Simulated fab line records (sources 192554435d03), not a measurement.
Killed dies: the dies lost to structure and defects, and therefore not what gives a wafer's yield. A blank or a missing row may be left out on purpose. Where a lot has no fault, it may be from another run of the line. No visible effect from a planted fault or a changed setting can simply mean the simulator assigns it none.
What tool caused it? :: flow n5-finfet :: 8 lots with 24 wafers sampled at 8 steps, on a route of 1938 steps

== WHAT EACH GAUGE READ, for each wafer ==
N5_BEOL_M4_CD_MEAS_28: target cd 26.2 nm, target cd y 24.1 nm. Usual: cd-nm reads 26.19 nm (standard deviation 0.24).
lot: L414
measured: day 8 09:01
on: cd-sem-03
cd-nm (nm): 26.33 25.89 26.46
flag: 

lot: L413
measured: day 8 12:58
on: cd-sem-02
cd-nm (nm): 26.09 26.12 25.94
flag: 

lot: L415
measured: day 8 21:59
on: cd-sem-01
cd-nm (nm): 26.32 26.32 26.32
flag: 

lot: L417
measured: day 8 23:27
on: cd-sem-02
cd-nm (nm): 26.51 26.08 26.69
flag: 

lot: L422
measured: day 9 19:20
on: cd-sem-03
cd-nm (nm): 26.40 26.21 25.99
flag: 

lot: L434
measured: day 13 07:52
on: cd-sem-02
cd-nm (nm): 26.30 26.10 26.96
flag: 

lot: L436
measured: day 13 15:00
on: cd-sem-02
cd-nm (nm): 26.54 26.26 26.78
flag: 

lot: L435
measured: day 13 17:15
on: cd-sem-02
cd-nm (nm): 26.47 26.15 26.31
flag: 

N5_BEOL_M4_OCD_MEAS_38. Usual: trench-depth-nm reads 55.6 nm (standard deviation 1.1).
lot: L414
measured: day 8 13:23
on: ocd-01
trench-depth-nm (nm): 54.9 55.0 55.1
flag: 

lot: L413
measured: day 8 14:07
on: ocd-01
trench-depth-nm (nm): 56.2 55.4 55.8
flag: 

lot: L415
measured: day 9 02:09
on: ocd-02
trench-depth-nm (nm): 49.7 50.8 49.3
flag: OFF

lot: L417
measured: day 9 10:26
on: ocd-02
trench-depth-nm (nm): 50.2 50.4 51.7
flag: OFF

lot: L422
measured: day 10 13:21
on: ocd-02
trench-depth-nm (nm): 49.2 50.9 50.1
flag: OFF

lot: L434
measured: day 13 15:43
on: ocd-01
trench-depth-nm (nm): 56.6 54.6 54.0
flag: 

lot: L436
measured: day 13 20:12
on: ocd-02
trench-depth-nm (nm): 55.8 54.1 55.3
flag: 

lot: L435
measured: day 13 23:56
on: ocd-01
trench-depth-nm (nm): 56.7 56.2 53.5
flag: 

N5_BEOL_M4_THK_MEAS_53: measures by xrf. Usual: M4_THK gives 40.8 nm (standard deviation 1.5).
lot: L414
measured: day 8 17:20
on: film-metro-01
M4_THK (nm): 38.7 40.4 40.3
flag: 

lot: L413
measured: day 8 17:41
on: film-metro-02
M4_THK (nm): 42.1 40.0 41.7
flag: 

lot: L415
measured: day 9 07:55
on: film-metro-01
M4_THK (nm): 33.3 35.3 34.7
flag: OFF

lot: L417
measured: day 9 14:20
on: film-metro-01
M4_THK (nm): 34.3 34.9 34.9
flag: OFF

lot: L422
measured: day 10 18:00
on: film-metro-01
M4_THK (nm): 33.3 38.0 35.4
flag: OFF

lot: L434
measured: day 13 19:15
on: film-metro-02
M4_THK (nm): 41.1 41.1 39.3
flag: 

lot: L436
measured: day 14 00:34
on: film-metro-01
M4_THK (nm): 38.4 39.5 38.7
flag: 

lot: L435
measured: day 14 03:58
on: film-metro-02
M4_THK (nm): 40.1 41.0 36.9
flag: 

N5_BEOL_M4_RS_MEAS_58: measures by four-point-probe. Usual: M4_RS gives 0.66 ohm/sq (standard deviation 0.031).
lot: L414
measured: day 8 17:36
on: film-metro-01
M4_RS (ohm/sq): 0.71 0.67 0.67
flag: 

lot: L413
measured: day 8 17:57
on: film-metro-01
M4_RS (ohm/sq): 0.65 0.69 0.66
flag: 

lot: L415
measured: day 9 08:11
on: film-metro-02
M4_RS (ohm/sq): 0.85 0.79 0.80
flag: OFF

lot: L417
measured: day 9 15:00
on: film-metro-01
M4_RS (ohm/sq): 0.83 0.81 0.81
flag: OFF

lot: L422
measured: day 10 18:16
on: film-metro-02
M4_RS (ohm/sq): 0.86 0.72 0.79
flag: OFF

lot: L434
measured: day 13 19:38
on: film-metro-02
M4_RS (ohm/sq): 0.66 0.66 0.70
flag: 

lot: L436
measured: day 14 00:53
on: film-metro-02
M4_RS (ohm/sq): 0.71 0.68 0.70
flag: 

lot: L435
measured: day 14 04:15
on: film-metro-01
M4_RS (ohm/sq): 0.68 0.66 0.76
flag: 

N5_BEOL_M4_RC_MEAS_101. Usual: DIBL_N 36.3 mV/V, standard deviation 1.8; DIBL_P 36.5 mV/V, standard deviation 2.1; IOFF_N 0.16 nA/um, standard deviation 0.031; IOFF_P 0.22 nA/um, standard deviation 0.038; ION_N 677 uA/um, standard deviation 12; ION_P 466 uA/um, standard deviation 7.8; SERP_M4 194 ohm/um, standard deviation 14; SERP_M4_max_site 207 ohm/um, standard deviation 16; SS_N 71.5 mV/dec, standard deviation 0.61; SS_P 73.2 mV/dec, standard deviation 0.7; VT_N 249 mV, standard deviation 3; VT_P -248.9 mV, standard deviation 3.
lot: L414
measured: day 8 17:48
on: prober-02
DIBL_N (mV/V): 32.9 38.3 37.4
DIBL_P (mV/V): 32.6 39.2 38.4
IOFF_N (nA/um): 0.10 0.17 0.18
IOFF_P (nA/um): 0.14 0.22 0.21
ION_N (uA/um): 663 668 686
ION_P (uA/um): 462 453 469
SERP_M4 (ohm/um): 222 204 190
SERP_M4_max_site (ohm/um): 238 214 214
SS_N (mV/dec): 70.6 72.1 71.9
SS_P (mV/dec): 72.1 73.9 72.8
VT_N (mV): 254 249 249
VT_P (mV): -253.9 -248.2 -249.4
flag: 

lot: L413
measured: day 8 19:02
on: prober-02
DIBL_N (mV/V): 34.6 36.4 34.8
DIBL_P (mV/V): 35.1 37.0 34.2
IOFF_N (nA/um): 0.14 0.17 0.13
IOFF_P (nA/um): 0.22 0.24 0.21
ION_N (uA/um): 676 682 662
ION_P (uA/um): 472 474 464
SERP_M4 (ohm/um): 168 196 164
SERP_M4_max_site (ohm/um): 179 215 170
SS_N (mV/dec): 71.2 70.5 71.4
SS_P (mV/dec): 73.5 73.3 72.3
VT_N (mV): 251 246 252
VT_P (mV): -245.7 -246.0 -249.5
flag: 

lot: L415
measured: day 9 08:14
on: prober-02
DIBL_N (mV/V): 38.2 36.2 39.2
DIBL_P (mV/V): 38.6 36.3 38.9
IOFF_N (nA/um): 0.20 0.17 0.22
IOFF_P (nA/um): 0.24 0.20 0.27
ION_N (uA/um): 693 688 691
ION_P (uA/um): 464 462 466
SERP_M4 (ohm/um): 241 233 236
SERP_M4_max_site (ohm/um): 256 250 241
SS_N (mV/dec): 72.0 71.4 72.4
SS_P (mV/dec): 73.6 72.0 73.8
VT_N (mV): 247 250 244
VT_P (mV): -246.9 -250.2 -246.2
flag: OFF

lot: L417
measured: day 9 15:04
on: prober-02
DIBL_N (mV/V): 38.6 36.0 37.0
DIBL_P (mV/V): 37.6 36.0 36.9
IOFF_N (nA/um): 0.19 0.16 0.17
IOFF_P (nA/um): 0.25 0.23 0.23
ION_N (uA/um): 681 691 694
ION_P (uA/um): 468 473 472
SERP_M4 (ohm/um): 237 237 255
SERP_M4_max_site (ohm/um): 258 254 275
SS_N (mV/dec): 71.4 71.2 70.9
SS_P (mV/dec): 74.4 73.8 73.6
VT_N (mV): 248 247 248
VT_P (mV): -248.4 -246.6 -249.9
flag: OFF

lot: L422
measured: day 10 18:19
on: prober-02
DIBL_N (mV/V): 34.3 34.2 34.7
DIBL_P (mV/V): 34.6 35.0 35.8
IOFF_N (nA/um): 0.14 0.15 0.14
IOFF_P (nA/um): 0.21 0.21 0.21
ION_N (uA/um): 661 677 662
ION_P (uA/um): 460 472 460
SERP_M4 (ohm/um): 237 220 233
SERP_M4_max_site (ohm/um): 277 228 270
SS_N (mV/dec): 71.6 71.1 72.2
SS_P (mV/dec): 73.9 73.3 73.0
VT_N (mV): 251 250 252
VT_P (mV): -247.7 -246.4 -247.3
flag: OFF

lot: L434
measured: day 13 19:41
on: prober-02
DIBL_N (mV/V): 32.2 32.5 33.8
DIBL_P (mV/V): 32.2 32.5 33.8
IOFF_N (nA/um): 0.10 0.11 0.12
IOFF_P (nA/um): 0.15 0.15 0.17
ION_N (uA/um): 641 671 650
ION_P (uA/um): 449 462 453
SERP_M4 (ohm/um): 190 173 202
SERP_M4_max_site (ohm/um): 207 182 215
SS_N (mV/dec): 70.8 70.4 70.7
SS_P (mV/dec): 72.1 72.4 72.5
VT_N (mV): 256 255 253
VT_P (mV): -254.0 -252.8 -252.0
flag: 

lot: L436
measured: day 14 01:23
on: prober-01
DIBL_N (mV/V): 34.1 34.1 38.3
DIBL_P (mV/V): 35.5 34.8 40.8
IOFF_N (nA/um): 0.14 0.14 0.23
IOFF_P (nA/um): 0.20 0.19 0.31
ION_N (uA/um): 680 661 698
ION_P (uA/um): 469 457 477
SERP_M4 (ohm/um): 212 211 217
SERP_M4_max_site (ohm/um): 222 227 237
SS_N (mV/dec): 71.8 71.4 71.7
SS_P (mV/dec): 72.6 72.4 73.5
VT_N (mV): 250 249 245
VT_P (mV): -250.0 -249.1 -246.5
flag: 

lot: L435
measured: day 14 04:28
on: prober-01
DIBL_N (mV/V): 36.1 36.2 36.2
DIBL_P (mV/V): 36.8 36.5 37.3
IOFF_N (nA/um): 0.17 0.16 0.16
IOFF_P (nA/um): 0.23 0.23 0.25
ION_N (uA/um): 682 682 683
ION_P (uA/um): 469 475 467
SERP_M4 (ohm/um): 197 208 239
SERP_M4_max_site (ohm/um): 223 214 256
SS_N (mV/dec): 71.8 71.7 71.4
SS_P (mV/dec): 73.2 72.9 73.1
VT_N (mV): 248 248 249
VT_P (mV): -249.1 -246.7 -244.5
flag: 

== EACH LOT AND THE TOOL THAT RAN IT (in order: tool; ch and the chambers of the sampled wafers; start) ==
lot: L414
N5_BEOL_M4_STRIP_19: rie-diel-02 ch 0,1, day 8 08:38
N5_BEOL_M4_TRENCH_ETCH_37: rie-diel-02 ch 0,1,3, day 8 13:14
N5_BEOL_M4_SPUTTER_48: pvd-sputter-01, day 8 14:34

lot: L413
N5_BEOL_M4_STRIP_19: rie-diel-01 ch 0,1,2, day 8 12:34
N5_BEOL_M4_TRENCH_ETCH_37: rie-diel-02 ch 1,2,3, day 8 13:58
N5_BEOL_M4_SPUTTER_48: pvd-sputter-03, day 8 15:08

lot: L415
N5_BEOL_M4_STRIP_19: rie-diel-01 ch 0,2, day 8 21:28
N5_BEOL_M4_TRENCH_ETCH_37: rie-diel-02 ch 0,1,3, day 9 02:00
N5_BEOL_M4_SPUTTER_48: pvd-sputter-02, day 9 05:22

lot: L417
N5_BEOL_M4_STRIP_19: rie-diel-05 ch 0,2,3, day 8 22:56
N5_BEOL_M4_TRENCH_ETCH_37: rie-diel-02 ch 1,2,3, day 9 10:17
N5_BEOL_M4_SPUTTER_48: pvd-sputter-02, day 9 11:46

lot: L422
N5_BEOL_M4_STRIP_19: rie-diel-02 ch 0,1,2, day 9 18:56
N5_BEOL_M4_TRENCH_ETCH_37: rie-diel-02 ch 0,1,3, day 10 13:12
N5_BEOL_M4_SPUTTER_48: pvd-sputter-02, day 10 14:34

lot: L434
N5_BEOL_M4_STRIP_19: rie-diel-05 ch 0,2, day 13 07:21
N5_BEOL_M4_TRENCH_ETCH_37: rie-diel-01 ch 0,2,3, day 13 15:34
N5_BEOL_M4_SPUTTER_48: pvd-sputter-01, day 13 16:43

lot: L436
N5_BEOL_M4_STRIP_19: rie-diel-01 ch 0,2,3, day 13 14:37
N5_BEOL_M4_TRENCH_ETCH_37: rie-diel-05 ch 0,2,3, day 13 20:04
N5_BEOL_M4_SPUTTER_48: pvd-sputter-02, day 13 22:01

lot: L435
N5_BEOL_M4_STRIP_19: rie-diel-05 ch 0,3, day 13 16:44
N5_BEOL_M4_TRENCH_ETCH_37: rie-diel-01 ch 0,1,3, day 13 23:47
N5_BEOL_M4_SPUTTER_48: pvd-sputter-03, day 14 01:11
- N5_BEOL_M4_STRIP_19: strips in O2.
- N5_BEOL_M4_TRENCH_ETCH_37: etches SiOC in C4F6/O2, target depth 55.555 nm, time 29.2 s.
- N5_BEOL_M4_SPUTTER_48: material Cu, target thk 4.5 nm, time 8.29 s.

== AS READ BY THE TOOLS THEMSELVES (means over the sampled wafers that have a number; for cases with no such wafer, the mark the record gives instead) ==
N5_BEOL_M4_STRIP_19. Usual: drypump-motor-current-A 6.0 A, standard deviation 0.56; oes-product-au 0.78 a.u., standard deviation 0.095; rf-vpp-V 3.7 V, standard deviation 0.51; showerhead-plenum-p-Torr 2.12 Torr, standard deviation 0.08; throttle-valve-pct 16.60 %, standard deviation 0.23.
lot: L414
tool: rie-diel-02
drypump-motor-current-A (A): 6.3
oes-product-au (a.u.): 0.78
rf-vpp-V (V): 3.4
showerhead-plenum-p-Torr (Torr): 2.18
throttle-valve-pct (%): 16.33
flag: 

lot: L413
tool: rie-diel-01
drypump-motor-current-A (A): 6.0
oes-product-au (a.u.): 0.76
rf-vpp-V (V): 3.6
showerhead-plenum-p-Torr (Torr): 2.10
throttle-valve-pct (%): 16.71
flag: 

lot: L415
tool: rie-diel-01
drypump-motor-current-A (A): 5.5
oes-product-au (a.u.): 0.71
rf-vpp-V (V): 3.9
showerhead-plenum-p-Torr (Torr): 2.03
throttle-valve-pct (%): 16.73
flag: 

lot: L417
tool: rie-diel-05
drypump-motor-current-A (A): 5.8
oes-product-au (a.u.): 0.71
rf-vpp-V (V): 2.9
showerhead-plenum-p-Torr (Torr): 2.11
throttle-valve-pct (%): 16.91
flag: 

lot: L422
tool: rie-diel-02
drypump-motor-current-A (A): 6.2
oes-product-au (a.u.): 0.79
rf-vpp-V (V): 4.2
showerhead-plenum-p-Torr (Torr): 2.15
throttle-valve-pct (%): 16.41
flag: 

lot: L434
tool: rie-diel-05
drypump-motor-current-A (A): 5.6
oes-product-au (a.u.): 0.85
rf-vpp-V (V): 3.4
showerhead-plenum-p-Torr (Torr): 2.15
throttle-valve-pct (%): 16.77
flag: 

lot: L436
tool: rie-diel-01
drypump-motor-current-A (A): 5.6
oes-product-au (a.u.): 0.72
rf-vpp-V (V): 3.6
showerhead-plenum-p-Torr (Torr): 2.02
throttle-valve-pct (%): 16.65
flag: 

lot: L435
tool: rie-diel-05
drypump-motor-current-A (A): 6.0
oes-product-au (a.u.): 0.92
rf-vpp-V (V): 3.6
showerhead-plenum-p-Torr (Torr): 2.22
throttle-valve-pct (%): 16.50
flag: 

N5_BEOL_M4_TRENCH_ETCH_37. Usual: drypump-motor-current-A 5.9 A, standard deviation 0.6; oes-product-au 0.79 a.u., standard deviation 0.086; rf-fwd-power-W 350.0 W, standard deviation 1.8; rf-vpp-V 668 V, standard deviation 11; showerhead-plenum-p-Torr 2.89 Torr, standard deviation 0.11; throttle-valve-pct 20.82 %, standard deviation 0.21.
lot: L414
tool: rie-diel-02
drypump-motor-current-A (A): 6.2
oes-product-au (a.u.): 0.84
rf-fwd-power-W (W): 350.9
rf-vpp-V (V): 669
showerhead-plenum-p-Torr (Torr): 2.99
throttle-valve-pct (%): 20.65
flag: 

lot: L413
tool: rie-diel-02
drypump-motor-current-A (A): 6.1
oes-product-au (a.u.): 0.88
rf-fwd-power-W (W): 351.1
rf-vpp-V (V): 668
showerhead-plenum-p-Torr (Torr): 2.96
throttle-valve-pct (%): 20.72
flag: 

lot: L415
tool: rie-diel-02
drypump-motor-current-A (A): 6.3
oes-product-au (a.u.): 0.78
rf-fwd-power-W (W): 266.7
rf-vpp-V (V): 770
showerhead-plenum-p-Torr (Torr): 2.99
throttle-valve-pct (%): 20.64
flag: OFF

lot: L417
tool: rie-diel-02
drypump-motor-current-A (A): 6.1
oes-product-au (a.u.): 0.82
rf-fwd-power-W (W): 264.9
rf-vpp-V (V): 768
showerhead-plenum-p-Torr (Torr): 2.96
throttle-valve-pct (%): 20.73
flag: OFF

lot: L422
tool: rie-diel-02
drypump-motor-current-A (A): 6.2
oes-product-au (a.u.): 0.77
rf-fwd-power-W (W): 266.1
rf-vpp-V (V): 770
showerhead-plenum-p-Torr (Torr): 2.99
throttle-valve-pct (%): 20.66
flag: OFF

lot: L434
tool: rie-diel-01
drypump-motor-current-A (A): 5.6
oes-product-au (a.u.): 0.73
rf-fwd-power-W (W): 348.4
rf-vpp-V (V): 663
showerhead-plenum-p-Torr (Torr): 2.78
throttle-valve-pct (%): 20.93
flag: 

lot: L436
tool: rie-diel-05
drypump-motor-current-A (A): 5.9
oes-product-au (a.u.): 0.83
rf-fwd-power-W (W): 349.8
rf-vpp-V (V): 665
showerhead-plenum-p-Torr (Torr): 2.96
throttle-valve-pct (%): 20.90
flag: 

lot: L435
tool: rie-diel-01
drypump-motor-current-A (A): 6.0
oes-product-au (a.u.): 0.76
rf-fwd-power-W (W): 347.7
rf-vpp-V (V): 668
showerhead-plenum-p-Torr (Torr): 2.86
throttle-valve-pct (%): 20.94
flag: 

N5_BEOL_M4_SPUTTER_48. Usual: throttle-valve-pct reads 30.2 % (standard deviation 0.99).
lot: L414
tool: pvd-sputter-01
throttle-valve-pct (%): 30.5
flag: 

lot: L413
tool: pvd-sputter-03
throttle-valve-pct (%): 29.8
flag: 

lot: L415
tool: pvd-sputter-02
throttle-valve-pct (%): 31.0
flag: 

lot: L417
tool: pvd-sputter-02
throttle-valve-pct (%): 29.7
flag: 

lot: L422
tool: pvd-sputter-02
throttle-valve-pct (%): 29.9
flag: 

lot: L434
tool: pvd-sputter-01
throttle-valve-pct (%): 30.5
flag: 

lot: L436
tool: pvd-sputter-02
throttle-valve-pct (%): 30.0
flag: 

lot: L435
tool: pvd-sputter-03
throttle-valve-pct (%): 29.9
flag: 

== THE ANSWER, worked out from the rows above alone ==
Rule: lot off if the mean of its wafers having a number is beyond 3 standard deviations from the usual mean. Also off: a lot with no number at a reading for which 4 or more lots have one. Where the step has rows for the other lots, those lots are counted as sound. Order of review: gauges by route order, followed by the tools' own readings, for which a lot's mean as printed above is used. The first step at which some lot is off is used, and at that step the reading that is off furthest; a lot without a number counts as furthest.
Off, at N5_BEOL_M4_OCD_MEAS_38 on trench-depth-nm: L415, L417, L422.
A tool fits if, at a process step before that reading, it ran every lot that is off, and no sound lot after the first of them. The gauges at N5_BEOL_M4_OCD_MEAS_38 aren't tried: what is off there is off at N5_BEOL_M4_THK_MEAS_53 too, on other tools, and a gauge's error can't cause that. One fits: rie-diel-02 at N5_BEOL_M4_TRENCH_ETCH_37. Its last sound lot is L413 (day 8 13:58), its first lot that is off L415 (day 9 02:00): a fault that began between those two fits.
The tool's own readings at N5_BEOL_M4_TRENCH_ETCH_37 bear it out: on the lots that are off they differ by more than 5 times the standard deviation of the sound lots' means. rf-fwd-power-W reads 265.9 W there against 349.6 W on the sound lots; rf-vpp-V reads 769 V there against 667 V on the sound lots.

== WHAT THE SIMULATOR PUT IN ==
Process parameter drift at N5_BEOL_M4_TRENCH_ETCH_37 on rie-diel-02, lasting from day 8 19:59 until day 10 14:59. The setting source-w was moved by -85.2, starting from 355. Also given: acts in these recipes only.
Shown lots that were struck: L415, L417, L422. The rule above reached the same finding.
